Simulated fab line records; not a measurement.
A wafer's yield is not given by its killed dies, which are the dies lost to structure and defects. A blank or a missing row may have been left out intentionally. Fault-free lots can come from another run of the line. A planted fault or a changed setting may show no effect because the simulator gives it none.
Chamber matching || flow n5 finfet || N5_FIN_CUT_ETCH_30 on rie diel-01: 4 sister chambers
The step etches underlayer in N2/H2, target depth 13 nm, time 10.4 s. 16 wafers are shown with their chamber, then 8 later ones without.

## WAFERS WITH THEIR CHAMBER
{"wafer": "L074.2", "chamber": 2, "showerhead plenum p Torr (Torr)": 2.66, "drypump motor current A (A)": 6.4, "throttle valve pct (%)": 18.21}
{"wafer": "L074.5", "chamber": 2, "showerhead plenum p Torr (Torr)": 2.66, "drypump motor current A (A)": 6.4, "throttle valve pct (%)": 18.21}
{"wafer": "L074.6", "chamber": 1, "showerhead plenum p Torr (Torr)": 2.40, "drypump motor current A (A)": 5.8, "throttle valve pct (%)": 17.91}
{"wafer": "L075.3", "chamber": 1, "showerhead plenum p Torr (Torr)": 2.40, "drypump motor current A (A)": 5.8, "throttle valve pct (%)": 17.92}
{"wafer": "L075.4", "chamber": 0, "showerhead plenum p Torr (Torr)": 2.64, "drypump motor current A (A)": 6.0, "throttle valve pct (%)": 17.98}
{"wafer": "L075.5", "chamber": 3, "showerhead plenum p Torr (Torr)": 2.63, "drypump motor current A (A)": 4.9, "throttle valve pct (%)": 17.79}
{"wafer": "L079.1", "chamber": 0, "showerhead plenum p Torr (Torr)": 2.63, "drypump motor current A (A)": 6.0, "throttle valve pct (%)": 18.00}
{"wafer": "L079.4", "chamber": 1, "showerhead plenum p Torr (Torr)": 2.40, "drypump motor current A (A)": 5.8, "throttle valve pct (%)": 17.94}
{"wafer": "L079.6", "chamber": 1, "showerhead plenum p Torr (Torr)": 2.40, "drypump motor current A (A)": 5.8, "throttle valve pct (%)": 17.95}
{"wafer": "L082.1", "chamber": 0, "showerhead plenum p Torr (Torr)": 2.63, "drypump motor current A (A)": 6.0, "throttle valve pct (%)": 18.02}
{"wafer": "L082.4", "chamber": 2, "showerhead plenum p Torr (Torr)": 2.66, "drypump motor current A (A)": 6.4, "throttle valve pct (%)": 18.24}
{"wafer": "L082.6", "chamber": 0, "showerhead plenum p Torr (Torr)": 2.63, "drypump motor current A (A)": 6.0, "throttle valve pct (%)": 18.00}
{"wafer": "L083.1", "chamber": 2, "showerhead plenum p Torr (Torr)": 2.66, "drypump motor current A (A)": 6.3, "throttle valve pct (%)": 18.24}
{"wafer": "L083.2", "chamber": 0, "showerhead plenum p Torr (Torr)": 2.63, "drypump motor current A (A)": 6.0, "throttle valve pct (%)": 18.04}
{"wafer": "L083.4", "chamber": 2, "showerhead plenum p Torr (Torr)": 2.66, "drypump motor current A (A)": 6.4, "throttle valve pct (%)": 18.25}
{"wafer": "L091.4", "chamber": 0, "showerhead plenum p Torr (Torr)": 2.62, "drypump motor current A (A)": 6.0, "throttle valve pct (%)": 18.06}

SIGNATURES (means of the wafers above)
{"reading": "showerhead plenum p Torr", "chamber 0": 2.6300, "chamber 1": 2.4000, "chamber 2": 2.6600, "chamber 3": 2.6300, "scatter within a chamber": 0.00408}
{"reading": "drypump motor current A", "chamber 0": 6.000, "chamber 1": 5.800, "chamber 2": 6.380, "chamber 3": 4.900, "scatter within a chamber": 0.0258}
{"reading": "throttle valve pct", "chamber 0": 18.0167, "chamber 1": 17.9300, "chamber 2": 18.2300, "chamber 3": 17.7900, "scatter within a chamber": 0.0237}
Rule: for a wafer and a chamber, the distance is found by dividing, reading by reading, the gap between the wafer's reading and the chamber's mean by the reading's scatter, squaring, summing and taking the root. If the next closest chamber is less than 2 further off than the closest, the wafer can't be placed; otherwise it belongs to the closest. The scatter is the square root of a quotient: the sum, over the shown wafers, of each reading's squared deviation from its chamber's mean, divided by wafers minus chambers.

## WAFERS WITHOUT THEIR CHAMBER
{"wafer": "L091.5", "showerhead plenum p Torr (Torr)": 2.62, "drypump motor current A (A)": 4.9, "throttle valve pct (%)": 17.83}
{"wafer": "L091.6", "showerhead plenum p Torr (Torr)": 2.62, "drypump motor current A (A)": 6.0, "throttle valve pct (%)": 18.08}
{"wafer": "L092.1", "showerhead plenum p Torr (Torr)": 2.71, "drypump motor current A (A)": 5.8, "throttle valve pct (%)": 17.52}
{"wafer": "L092.4", "showerhead plenum p Torr (Torr)": 2.62, "drypump motor current A (A)": 6.0, "throttle valve pct (%)": 18.07}
{"wafer": "L092.6", "showerhead plenum p Torr (Torr)": 2.65, "drypump motor current A (A)": 6.4, "throttle valve pct (%)": 18.27}
{"wafer": "L097.1", "showerhead plenum p Torr (Torr)": 2.61, "drypump motor current A (A)": 4.9, "throttle valve pct (%)": 17.84}
{"wafer": "L097.4", "showerhead plenum p Torr (Torr)": 2.64, "drypump motor current A (A)": 6.4, "throttle valve pct (%)": 18.29}
{"wafer": "L097.5", "showerhead plenum p Torr (Torr)": 2.61, "drypump motor current A (A)": 4.9, "throttle valve pct (%)": 17.85}

## WHICH CHAMBER EACH WENT THROUGH
{"wafer": "L091.5", "from the rows above": 3, "in truth": 3}
{"wafer": "L091.6", "from the rows above": 0, "in truth": 0}
{"wafer": "L092.1", "from the rows above": 0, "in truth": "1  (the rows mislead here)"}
{"wafer": "L092.4", "from the rows above": 0, "in truth": 0}
{"wafer": "L092.6", "from the rows above": 2, "in truth": 2}
{"wafer": "L097.1", "from the rows above": 3, "in truth": 3}
{"wafer": "L097.4", "from the rows above": 2, "in truth": 2}
{"wafer": "L097.5", "from the rows above": 3, "in truth": 3}
Correct placement for 7 of the 8. Number that these rows cannot place: 0. Placed wrongly: 1.
